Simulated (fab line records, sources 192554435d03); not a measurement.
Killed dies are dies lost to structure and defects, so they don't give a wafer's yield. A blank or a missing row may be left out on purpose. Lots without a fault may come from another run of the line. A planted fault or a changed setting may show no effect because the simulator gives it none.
fab line records | flow n5_finfet
record lots=4 wafers=12 last_day=20
route steps=1938 shown BEOL_M4@1099 BEOL_M5@1112 PASSIVATION@1936
lots that met no fault: from a run of the same line without faults
start_h: hours from the record's first day to the start of the lot's first wafer shown | wait_h: hours since the lot's step before | " the same as in the row above | L1.1+2: a row that stands for several wafers | - no value, or no start given | * or withheld: withheld | < > ~ a bound
route shown NAME@n: a module of which the file shows steps, and the number in the route of the first | usual: mean/standard deviation of fault-free wafers | same: alike in all rows | chamber/n: place in a boat | sites: the reading at each site | _std_site: their standard deviation | _edge_site: outer sites' mean less inner sites' | radius_mm: how far each site lies from the wafer's centre | mask NAME#n: copy n | behind: the tool/chamber that last shaped the wafer | hold: why the lot was held/for how many hours/how that ended | device: the transistor (n, p or np) that didn't switch | end of line: the same wafers' tests at the end of the route | a step without rows: its recipe alone | killed: dies lost to structure and defects at the first sort, not the wafer's yield | map: a wafer's dies, x killed, . not, _ none there
set.NAME: the setting as run; set.NAME@STEP: as run at that earlier step | model.NAME: the simulator's own value behind a step, which no gauge read
lots at some steps of the route; a table a step, a row a wafer
services: from which hour (start_h, from the record's first day; less than 0 if before it) a tool's chamber was out of use, for how many hours, and why
## steps
# step N5_BEOL_M4_ANNEAL_95
# recipe temp_c=400 time_s=240 ambient=vacuum
# step N5_BEOL_M4_SPUTTER_96
# recipe material=Cu target_thk_a=45 temp_c=-20 chamber_pressure_pa=0.07 power_w=withheld time_s=8.29
# step N5_BEOL_M4_ECD_50
# recipe material=Cu target_thk_a=3000
# step N5_BEOL_M4_ANNEAL_51
# recipe temp_c=225 time_s=90 ambient=N2
# step N5_BEOL_M4_CMP_52
# recipe stop_on=SiOC t_overpolish_s=6.8 down_force_psi=1 platen_rpm=50 clearing_platen_down_force_psi=1.5 clearing_platen_rpm=50 post_cmp_clean=cu_alkaline target_thk_nm=40 clearing_platen_pad_velocity_m_s=0.99484 pad_velocity_m_s=0.99484
# step N5_BEOL_M4_PRE_CLEAN_60
# recipe gas=NH3/H2 time_s=15 temp_c=* rf_power_w=300
# step N5_BEOL_M4_CO_CAP_55
# recipe material=Co target_thk_a=20 temp_c=200 precursor=CCTBA/H2 pressure_torr=30 time_s=102.1
# step N5_BEOL_M4_PRE_CLEAN_56
# recipe gas=NH3 time_s=15 temp_c=withheld rf_power_w=300
# step N5_BEOL_M4_DEP_57
# recipe material=SiCN target_thk_a=80 temp_c=withheld precursor=3MS/NH3 pressure_torr=3 rf_w=202 time_s=14
# step N5_BEOL_M4_RC_MEAS_101
# usual DIBL_N=36.6/1.3 DIBL_P=36.4/1.4 IOFF_N=0.167/0.023 IOFF_P=0.219/0.029 ION_N=678/8.7 ION_P=464/6.4 SS_N=71.5/0.53 SS_P=73.4/0.57 VT_N=248.5/2.8 VT_P=-249/3.1
# columns lot.wafer tool chamber start_h wait_h DIBL_N[mV/V] DIBL_P[mV/V] IOFF_N[nA/um] IOFF_P[nA/um] ION_N[uA/um] ION_P[uA/um] SS_N[mV/dec] SS_P[mV/dec] VT_N[mV] VT_P[mV]
L265.2 prober-02 0 201.24 0.2 35.5 35.2 0.142 0.242 675 480 72.1 72.8 251.9 -244
L265.4 " 0 " " 37.1 37.0 0.176 0.269 678 473 72.2 73.2 249.8 -245
L265.6 " 0 " " 35.3 34.9 0.135 0.232 676 473 71.5 73.0 255.2 -247
L271.1 prober-01 0 254.70 0.0 33.7 34.7 0.145 0.229 679 470 71.3 72.7 250.3 -244
L271.5 " 0 " " 35.5 36.4 0.177 0.247 688 469 71.3 73.7 247.6 -245
L271.6 " 0 " " 33.3 34.6 0.134 0.224 666 465 70.5 73.0 252.9 -245
L270.1 prober-01 0 283.19 0.0 36.5 36.2 0.178 0.202 677 461 71.8 72.7 246.3 -249
L270.3 " 0 " " 35.3 35.3 0.153 0.196 667 459 71.9 73.3 248.6 -250
L270.6 " 0 " " 37.0 37.4 0.185 0.225 681 460 71.5 73.7 243.9 -249
L282.1 prober-01 0 358.31 0.0 37.9 37.2 0.210 0.253 697 470 72.1 74.1 243.8 -247
L282.4 " 0 " " 37.9 37.4 0.201 0.252 692 464 71.6 73.8 245.1 -249
L282.5 " 0 " " 38.7 38.6 0.219 0.272 696 470 71.8 74.6 242.8 -247
# step N5_BEOL_M5_ILD_DEP_00
# recipe material=SiCOH_lowk target_thk_a=1406.4 temp_c=300 precursor=DEMS/porogen pressure_torr=5 rf_w=500 time_s=25.9
# usual heater_power_w=307/45 showerhead_plenum_p_Torr=5.743/0.016 showerhead_vpp_V=1408/90 throttle_valve_pct=14.1/0.94
# columns lot.wafer tool chamber start_h wait_h heater_power_w showerhead_plenum_p_Torr showerhead_vpp_V throttle_valve_pct model.SiCOH_lowk_of_BEOL_M5_ILD_DEP_00.thk_nm
L265.2 pecvd-04 2 202.05 0.7 269 5.731 1422 13.0 141.6
L265.4 " 1 " " 303 5.756 1282 13.2 142
L265.6 " 2 " " 275 5.722 1463 13.1 142.8
L271.1 pecvd-04 2 255.67 0.8 279 5.714 1447 13.3 137
L271.5 " 0 " " 280 5.746 1303 15.4 270
L271.6 " 1 " " 270 5.719 1261 13.2 269.4
L270.1 pecvd-04 0 284.15 0.8 325 5.741 1334 15.3 140.8
L270.3 " 2 " " 286 5.740 1452 13.3 139
L270.6 " 1 " " 310 5.738 1250 13.2 273.4
L282.1 pecvd-01 2 359.28 0.8 320 5.756 1373 13.2 139
L282.4 " 2 " " 314 5.758 1395 12.8 141.2
L282.5 " 0 " " 324 5.739 1434 13.4 141.6
# step N5_BEOL_M5_CURE_79
# recipe temp_c=385 time_s=240 ambient=He/Ar material=SiCOH_lowk
# step N5_BEOL_M5_THK_MEAS_01
# recipe reads=SiCOH_lowk_of_BEOL_M5_ILD_DEP_00
# usual M5_ILD_THK=120.9/1.5
# columns lot.wafer tool chamber start_h wait_h M5_ILD_THK[nm]
L265.2 film_metro-02 - 202.63 0.4 122.0
L265.4 " - " " 122.1
L265.6 " - " " 122.9
L271.1 film_metro-02 - 256.46 0.4 117.7
L271.5 " - " " 234.1
L271.6 " - " " 233.4
L270.1 film_metro-01 - 284.72 0.4 121.0
L270.3 " - " " 119.6
L270.6 " - " " 236.9
L282.1 film_metro-01 - 359.85 0.4 119.7
L282.4 " - " " 121.4
L282.5 " - " " 121.8
# step N5_BEOL_M5_PECVD_70
# recipe material=SiO2 target_thk_a=160 temp_c=400 precursor=TEOS/O2 pressure_torr=5.5 rf_w=450 teos_flow_sccm=53.8 gas=O2 flow_sccm=3000 time_s=18
# step N5_BEOL_M5_HM_DEP_02
# recipe material=TiN target_thk_a=200 temp_c=25 chamber_pressure_pa=0.49996
# step N5_BEOL_M5_COAT_59
# recipe resist=SOC temp_c=250 time_s=60 spin_rpm=1500 resist_thk_nm=60
# step N5_BEOL_M5_COAT_60
# recipe resist=SiARC temp_c=220 time_s=60 spin_rpm=1500 resist_thk_nm=12
# step N5_BEOL_M5_COAT_71
# recipe resist=underlayer temp_c=205 time_s=60 spin_rpm=1500 resist_thk_nm=5
# step N5_BEOL_M5_COAT_05
# recipe resist=CAR-EUV spin_rpm=1500 resist_thk_nm=30
# step N5_BEOL_M5_EBR_07
# recipe solvent=PGMEA ebr_width_mm=1.5
# step N5_BEOL_M5_SOFTBAKE_06
# recipe temp_c=110 time_s=60 resist=CAR-EUV
# step N5_BEOL_M5_EXPOSE_08
# recipe mask_id=M5 na=0.33 source_shape=annular sigma_inner=0.4 sigma_outer=0.8 polarization=unpolarized target_cd_nm=28 dose_mj=35.75
# step N5_BEOL_M5_PEB_09
# recipe peb_temp_c=100 peb_time_s=60 resist=CAR-EUV
# step N5_BEOL_M5_DEVELOP_10
# recipe develop_time_s=30 developer=TMAH resist=CAR-EUV rinse_liquid=surfactant_rinse dry=air_spin dev_temp_c=23
# step N5_BEOL_M5_DESCUM_16
# recipe chemistry=O2 time_s=7 source_power_w=50 bias_power_w=20 pressure_mtorr=20 rf_frequency_hz=2.712e+07 temp_c=40 resist=CAR-EUV o2_flow_sccm=225
# step N5_BEOL_M5_ETCH_72
# recipe chemistry=N2/H2 target=underlayer target_depth_a=65 mask_material=CAR-EUV time_s=5.2 ion_energy_ev=200 pressure_mtorr=30 source_w=840 bias_w=150 n2_flow_sccm=200 h2_flow_sccm=200 ends=cleared
# step N5_BEOL_M5_ETCH_61
# recipe chemistry=CF4 target=SiARC target_depth_a=156 mask_material=CAR-EUV time_s=26 ion_energy_ev=80 pressure_mtorr=40 source_w=545 bias_w=36 Ar_flow_sccm=100 cf4_flow_sccm=100 ends=cleared
# step N5_BEOL_M5_ETCH_62
# recipe chemistry=N2/H2 target=SOC target_depth_a=750 overetch_a=150 mask_material=SiARC temp_c=40 time_s=112.5 ion_energy_ev=200 pressure_mtorr=30 source_w=840 bias_w=150 n2_flow_sccm=200 h2_flow_sccm=200
# step N5_BEOL_M5_STRIP_63
# recipe chemistry=N2/H2 temp_c=40 n2_flow_sccm=200 h2_flow_sccm=200 rf_frequency_hz=6e+07
# step N5_BEOL_M5_STRIP_73
# recipe chemistry=N2/H2 temp_c=40 n2_flow_sccm=200 h2_flow_sccm=200 rf_frequency_hz=6e+07
# step N5_BEOL_M5_STRIP_64
# recipe chemistry=CF4 resist=SiARC power_w=300 bias_power_w=75 pressure_mtorr=50 cf4_flow_sccm=150 rf_frequency_hz=6e+07
# step N5_BEOL_M5_HM_OPEN_17
# recipe chemistry=Cl2/BCl3 target_depth_a=200 overetch_a=60 target=TiN mask_material=SOC ion_energy_ev=150 pressure_mtorr=10 icp_w=1000 bias_w=126 Cl2_flow_sccm=53.25 bcl3_flow_sccm=21.75 Ar_flow_sccm=25
# step N5_BEOL_M5_STRIP_19
# recipe chemistry=O2 power_w=400 temp_c=40 pressure_mtorr=30 rf_frequency_hz=6e+07 bias_power_w=0 overash_fraction=0.2 o2_flow_sccm=225
# step N5_BEOL_M5_COAT_65
# recipe resist=SOC temp_c=250 time_s=60 spin_rpm=1500 resist_thk_nm=60
# step N5_BEOL_M5_COAT_66
# recipe resist=SiARC temp_c=220 time_s=60 spin_rpm=1500 resist_thk_nm=12
# step N5_BEOL_M5_CMP_52
# recipe stop_on=SiCOH_lowk t_overpolish_s=6.9 down_force_psi=1 platen_rpm=50 clearing_platen_down_force_psi=1.5 clearing_platen_rpm=50 post_cmp_clean=cu_alkaline target_thk_nm=62 clearing_platen_pad_velocity_m_s=0.99484 pad_velocity_m_s=0.99484
# usual clearing_platen_rpm=49.999/0.028 motor_current_A=5.9/0.76
# columns lot.wafer tool chamber start_h wait_h clearing_platen_rpm motor_current_A model.SiCOH_lowk_of_BEOL_M5_ILD_DEP_00.thk_nm
L265.2 cmp-01 2 213.18 0.2 49.991 5.7 119
L265.4 " 0 " " 49.978 4.7 119.2
L265.6 " 2 " " 49.976 5.4 120
L271.1 cmp-03 1 268.52 0.3 49.978 5.4 114.8
L271.5 " 0 " " 50.018 4.5 231.2
L271.6 " 1 " " 49.983 6.2 230.4
L270.3 cmp-03 0 296.39 0.2 49.963 5.2 116.6
L270.1 " 1 " " 49.996 5.6 118
L270.6 " 3 " " 50.029 5.6 234
L282.4 cmp-04 2 372.71 0.1 49.986 6.2 118.4
L282.1 " 1 " " 50.002 5.2 116.6
L282.5 " 3 " " 49.999 6.3 118.8
# step N5_PASSIVATION_PROBE_49
# usual defect_limited_yield=91.6/1.6 killed_at_M0_to_M3=32/9.7 killed_at_M4_up=13/4.4 killed_at_contacts=12/6.5 killed_at_front_end=38/12 killed_at_other=3.7/3 killed_dies=99/18 killed_on_rim=13/3.9 killed_open=66/14 killed_short=32/7.5 sort_bin_5_function=4.9/1 sort_bin_6_memory=3.2/0.73 sort_n_pass=1081/18 sort_yield_pct=91.6/1.6
# same gross_dies=1180 killed_at_back_side=0 sort_bin_4_leakage[%]=0 sort_bin_8_speed[%]=0
# columns lot.wafer tool chamber start_h wait_h defect_limited_yield[%] killed_at_M0_to_M3 killed_at_M4_up killed_at_contacts killed_at_front_end killed_at_other killed_dies killed_on_rim killed_open killed_short sort_bin_5_function[%] sort_bin_6_memory[%] sort_n_pass sort_yield_pct[%]
L265.2 prober-02 - 302.46 0.1 91.9 26 21 12 31 6 96 11 66 30 4.6 3.4 1084 91.9
L265.4 prober-02 - 302.56 0.2 91.8 37 20 23 16 1 97 11 72 25 4.9 3.1 1083 91.8
L265.6 prober-02 - 302.66 0.3 92.7 32 18 7 27 2 86 11 57 29 4.1 3.1 1094 92.7
L271.5 prober-01 - 353.60 0.2 0 40 1112 6 18 4 1180 152 53 22 97.9 2.0 0 0
L271.6 prober-01 - 353.65 0.3 0 38 1106 4 25 7 1180 152 67 22 96.6 3.2 0 0
L270.6 prober-02 - 393.56 0.3 0 40 1076 15 44 5 1180 152 78 39 96.9 2.7 0 0
# killed by level:class
L265.2 FIN_SAQP:geometric_particle:open=9 MOL_CONTACT_COAG:geometric_particle:open=8 BEOL_M4:geometric_particle:open=8 BEOL_M2:geometric_particle:open=7 BEOL_M3:geometric_particle:open=6 FIN_SAQP:geometric_particle:short=5 BEOL_M0_SAQP:geometric_particle:short=5 STI_FIN_REVEAL:geometric_particle:open=4
L265.4 MOL_CONTACT_COAG:geometric_particle:open=16 BEOL_M4:geometric_particle:open=15 BEOL_M2:geometric_particle:open=11 MOL_CONTACT_COAG:geometric_particle:short=7 BEOL_M0_SAQP:geometric_particle:open=7 BEOL_M3:geometric_particle:open=7 BEOL_M0_SAQP:geometric_particle:short=6 FIN_SAQP:geometric_particle:short=3
L265.6 BEOL_M0_SAQP:geometric_particle:open=8 BEOL_M2:geometric_particle:open=6 BEOL_M3:geometric_particle:open=6 STARTING-WAFER:geometric_particle:open=6 FIN_SAQP:geometric_particle:open=5 BEOL_M5:geometric_particle:open=5 MOL_CONTACT_COAG:geometric_particle:open=4 BEOL_M0:geometric_particle:short=4
L271.5 BEOL_M5:area_etch=1105 BEOL_M0:geometric_particle:open=15 BEOL_M1:geometric_particle:open=7 BEOL_M3:geometric_particle:open=6 MOL_CONTACT_COAG:geometric_particle:open=5 DUMMY_GATE:geometric_particle:open=4 FIN_SAQP:geometric_particle:short=3 BEOL_M0_SAQP:geometric_particle:short=3
L271.6 BEOL_M5:area_etch=1091 BEOL_M4:geometric_particle:open=8 BEOL_M0_SAQP:geometric_particle:short=7 BEOL_M1:geometric_particle:open=7 FIN_SAQP:geometric_particle:open=6 STI_FIN_REVEAL:geometric_particle:open=6 BEOL_M0_SAQP:geometric_particle:open=6 BEOL_M0:geometric_particle:open=5
L270.6 BEOL_M5:area_etch=1063 FIN_SAQP:geometric_particle:short=11 MOL_CONTACT_COAG:geometric_particle:open=11 BEOL_M0_SAQP:geometric_particle:short=8 BEOL_M4:geometric_particle:open=8 FIN_SAQP:geometric_particle:open=7 BEOL_M0_SAQP:geometric_particle:open=7 STI_FIN_REVEAL:geometric_particle:open=7
# map L270.6 (x killed, . not)
_________________xxxxxxxxxxxx________________
______________xxxxxxxxxxxxxxxxxx_____________
___________xxxxxxxxxxxxxxxxxxxxxxxx__________
__________xxxxxxxxxxxxxxxxxxxxxxxxxx_________
________xxxxxxxxxxxxxxxxxxxxxxxxxxxxxx_______
_______xxxxxxxxxxxxxxxxxxxxxxxxxxxxxxxx______
______xxxxxxxxxxxxxxxxxxxxxxxxxxxxxxxxxx_____
_____xxxxxxxxxxxxxxxxxxxxxxxxxxxxxxxxxxxx____
____xxxxxxxxxxxxxxxxxxxxxxxxxxxxxxxxxxxxxx___
___xxxxxxxxxxxxxxxxxxxxxxxxxxxxxxxxxxxxxxxx__
___xxxxxxxxxxxxxxxxxxxxxxxxxxxxxxxxxxxxxxxx__
__xxxxxxxxxxxxxxxxxxxxxxxxxxxxxxxxxxxxxxxxxx_
__xxxxxxxxxxxxxxxxxxxxxxxxxxxxxxxxxxxxxxxxxx_
_xxxxxxxxxxxxxxxxxxxxxxxxxxxxxxxxxxxxxxxxxxxx
_xxxxxxxxxxxxxxxxxxxxxxxxxxxxxxxxxxxxxxxxxxxx
_xxxxxxxxxxxxxxxxxxxxxxxxxxxxxxxxxxxxxxxxxxxx
_xxxxxxxxxxxxxxxxxxxxxxxxxxxxxxxxxxxxxxxxxxxx
_xxxxxxxxxxxxxxxxxxxxxxxxxxxxxxxxxxxxxxxxxxxx
_xxxxxxxxxxxxxxxxxxxxxxxxxxxxxxxxxxxxxxxxxxxx
_xxxxxxxxxxxxxxxxxxxxxxxxxxxxxxxxxxxxxxxxxxxx
_xxxxxxxxxxxxxxxxxxxxxxxxxxxxxxxxxxxxxxxxxxxx
__xxxxxxxxxxxxxxxxxxxxxxxxxxxxxxxxxxxxxxxxxx_
__xxxxxxxxxxxxxxxxxxxxxxxxxxxxxxxxxxxxxxxxxx_
___xxxxxxxxxxxxxxxxxxxxxxxxxxxxxxxxxxxxxxxx__
___xxxxxxxxxxxxxxxxxxxxxxxxxxxxxxxxxxxxxxxx__
____xxxxxxxxxxxxxxxxxxxxxxxxxxxxxxxxxxxxxx___
_____xxxxxxxxxxxxxxxxxxxxxxxxxxxxxxxxxxxx____
______xxxxxxxxxxxxxxxxxxxxxxxxxxxxxxxxxx_____
_______xxxxxxxxxxxxxxxxxxxxxxxxxxxxxxxx______
________xxxxxxxxxxxxxxxxxxxxxxxxxxxxxx_______
__________xxxxxxxxxxxxxxxxxxxxxxxxxx_________
___________xxxxxxxxxxxxxxxxxxxxxxxx__________
______________xxxxxxxxxxxxxxxxxx_____________
_________________xxxxxxxxxxxx________________
# map L271.5 (x killed, . not)
_________________xxxxxxxxxxxx________________
______________xxxxxxxxxxxxxxxxxx_____________
___________xxxxxxxxxxxxxxxxxxxxxxxx__________
__________xxxxxxxxxxxxxxxxxxxxxxxxxx_________
________xxxxxxxxxxxxxxxxxxxxxxxxxxxxxx_______
_______xxxxxxxxxxxxxxxxxxxxxxxxxxxxxxxx______
______xxxxxxxxxxxxxxxxxxxxxxxxxxxxxxxxxx_____
_____xxxxxxxxxxxxxxxxxxxxxxxxxxxxxxxxxxxx____
____xxxxxxxxxxxxxxxxxxxxxxxxxxxxxxxxxxxxxx___
___xxxxxxxxxxxxxxxxxxxxxxxxxxxxxxxxxxxxxxxx__
___xxxxxxxxxxxxxxxxxxxxxxxxxxxxxxxxxxxxxxxx__
__xxxxxxxxxxxxxxxxxxxxxxxxxxxxxxxxxxxxxxxxxx_
__xxxxxxxxxxxxxxxxxxxxxxxxxxxxxxxxxxxxxxxxxx_
_xxxxxxxxxxxxxxxxxxxxxxxxxxxxxxxxxxxxxxxxxxxx
_xxxxxxxxxxxxxxxxxxxxxxxxxxxxxxxxxxxxxxxxxxxx
_xxxxxxxxxxxxxxxxxxxxxxxxxxxxxxxxxxxxxxxxxxxx
_xxxxxxxxxxxxxxxxxxxxxxxxxxxxxxxxxxxxxxxxxxxx
_xxxxxxxxxxxxxxxxxxxxxxxxxxxxxxxxxxxxxxxxxxxx
_xxxxxxxxxxxxxxxxxxxxxxxxxxxxxxxxxxxxxxxxxxxx
_xxxxxxxxxxxxxxxxxxxxxxxxxxxxxxxxxxxxxxxxxxxx
_xxxxxxxxxxxxxxxxxxxxxxxxxxxxxxxxxxxxxxxxxxxx
__xxxxxxxxxxxxxxxxxxxxxxxxxxxxxxxxxxxxxxxxxx_
__xxxxxxxxxxxxxxxxxxxxxxxxxxxxxxxxxxxxxxxxxx_
___xxxxxxxxxxxxxxxxxxxxxxxxxxxxxxxxxxxxxxxx__
___xxxxxxxxxxxxxxxxxxxxxxxxxxxxxxxxxxxxxxxx__
____xxxxxxxxxxxxxxxxxxxxxxxxxxxxxxxxxxxxxx___
_____xxxxxxxxxxxxxxxxxxxxxxxxxxxxxxxxxxxx____
______xxxxxxxxxxxxxxxxxxxxxxxxxxxxxxxxxx_____
_______xxxxxxxxxxxxxxxxxxxxxxxxxxxxxxxx______
________xxxxxxxxxxxxxxxxxxxxxxxxxxxxxx_______
__________xxxxxxxxxxxxxxxxxxxxxxxxxx_________
___________xxxxxxxxxxxxxxxxxxxxxxxx__________
______________xxxxxxxxxxxxxxxxxx_____________
_________________xxxxxxxxxxxx________________
## services
# columns tool chamber start_h hours kind
pecvd-01 - 181.09 0.6 repair
cmp-04 - 182.94 5.0 pm
pecvd-04 1 187.08 5.5 scheduled_down
cmp-03 - 188.84 1.4 repair
pecvd-01 2 202.41 - clean
pecvd-01 2 202.41 - consumable_replace:showerhead
pecvd-01 2 202.41 29.0 scheduled_down
pecvd-01 2 202.41 29.0 vent_cycle
cmp-01 - 244.45 9.3 pm
cmp-03 - 254.32 4.0 pm
cmp-03 - 258.32 - consumable_replace:conditioner
cmp-03 - 258.32 - consumable_replace:pad
cmp-01 - 262.96 1.1 repair
pecvd-04 1 266.50 2.1 scheduled_down
cmp-04 - 267.99 4.0 pm
pecvd-01 2 291.81 5.0 repair
pecvd-04 2 293.08 5.5 scheduled_down
pecvd-01 - 303.96 1.5 repair
pecvd-04 1 317.96 5.0 scheduled_down
cmp-01 - 323.34 3.7 repair
cmp-01 - 331.12 4.0 pm
pecvd-04 2 338.37 2.1 scheduled_down
cmp-03 - 339.75 1.4 repair
cmp-03 - 351.50 1.3 repair
## key
first_sign step=N5_BEOL_M5_THK_MEAS_01 reading=M5_ILD_THK direction=up sigmas=74 usual=120.9 struck=234.8
effect step=N5_PASSIVATION_PROBE_49 reading=killed_at_M4_up direction=up sigmas=99+ usual=13 struck=1098
model_effect step=N5_BEOL_M5_ILD_DEP_00 value=SiCOH_lowk_of_BEOL_M5_ILD_DEP_00.thk_nm without=141.9 struck=270.9
model_effect step=N5_BEOL_M5_CMP_52 value=SiCOH_lowk_of_BEOL_M5_ILD_DEP_00.thk_nm without=119.1 struck=231.9
more_kills_born_at N5_BEOL_M5_ETCH_41@rie_diel-02=2196 N5_BEOL_M5_ETCH_41@rie_diel-03=1063
met_at N5_BEOL_M5_ILD_DEP_00
struck_wafers L270.6,L271.5,L271.6
later_rows_left_out L270.6,L271.5,L271.6
onset_between 202.05 255.67
fault kind=process_parameter_drift tool=pecvd-04 chamber=- onset_h=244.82 steps=N5_BEOL_M5_ILD_DEP_00 channel=time_s offset=* shape=step end_h=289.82 scope=struck_wafers_only acts_in=* stated=*
# later_rows_left_out: the simulator's readings of these wafers behind a module that went badly wrong aren't trusted and aren't shown, but for the sort
